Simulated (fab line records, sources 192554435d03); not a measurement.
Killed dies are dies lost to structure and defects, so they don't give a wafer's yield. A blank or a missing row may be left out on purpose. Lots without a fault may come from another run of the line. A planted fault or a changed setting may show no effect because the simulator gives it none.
Chamber matching | flow n5_finfet | N5_BEOL_M0_SAQP_CUT_ETCH_46 on rie_diel-02: 4 sister chambers
The step etches SOC in N2/H2, target depth 135 nm, overetch 27 nm, time 202.5 s. 8 wafers are shown with their chamber, then 7 later ones without.

WAFERS WITH THEIR CHAMBER
wafer  | chamber | throttle_valve_pct (%) | showerhead_plenum_p_Torr (Torr)
L084.5 | 0       | 17.99                  | 2.51
L085.1 | 0       | 18.00                  | 2.51
L085.5 | 3       | 17.73                  | 2.51
L087.1 | 2       | 17.94                  | 2.64
L087.3 | 1       | 18.18                  | 2.45
L087.5 | 1       | 18.18                  | 2.45
L090.2 | 3       | 17.74                  | 2.51
L090.3 | 2       | 17.94                  | 2.63

WAFERS WITHOUT THEIR CHAMBER
wafer  | throttle_valve_pct (%) | showerhead_plenum_p_Torr (Torr)
L090.4 | 18.02                  | 2.51
L094.2 | 18.02                  | 2.51
L094.3 | 18.20                  | 2.45
L094.4 | 17.75                  | 2.50
L095.1 | 18.20                  | 2.45
L095.4 | 18.03                  | 2.51
L095.5 | 17.97                  | 2.63

WHICH CHAMBER EACH WENT THROUGH
wafer  | from the rows above | in truth
L090.4 | 0                   | 0
L094.2 | 0                   | 0
L094.3 | 1                   | 1
L094.4 | 3                   | 3
L095.1 | 1                   | 1
L095.4 | 0                   | 0
L095.5 | 2                   | 2
Placed correctly: 7 of 7. Can't be placed from these rows: 0. Placed wrongly: 0.
How it was worked out, from the rows above alone: a wafer's distance from a chamber is the root of the sum, over the readings, of the square of ((its reading less the chamber's mean) divided by the reading's scatter). The wafer belongs to the nearest chamber; if the next one is less than 2 further off, it can't be placed. A chamber's mean is the mean of its shown wafers. The scatter: the root of (the sum of the squares of (reading less its chamber's mean) over the shown wafers, divided by (wafers less chambers)).
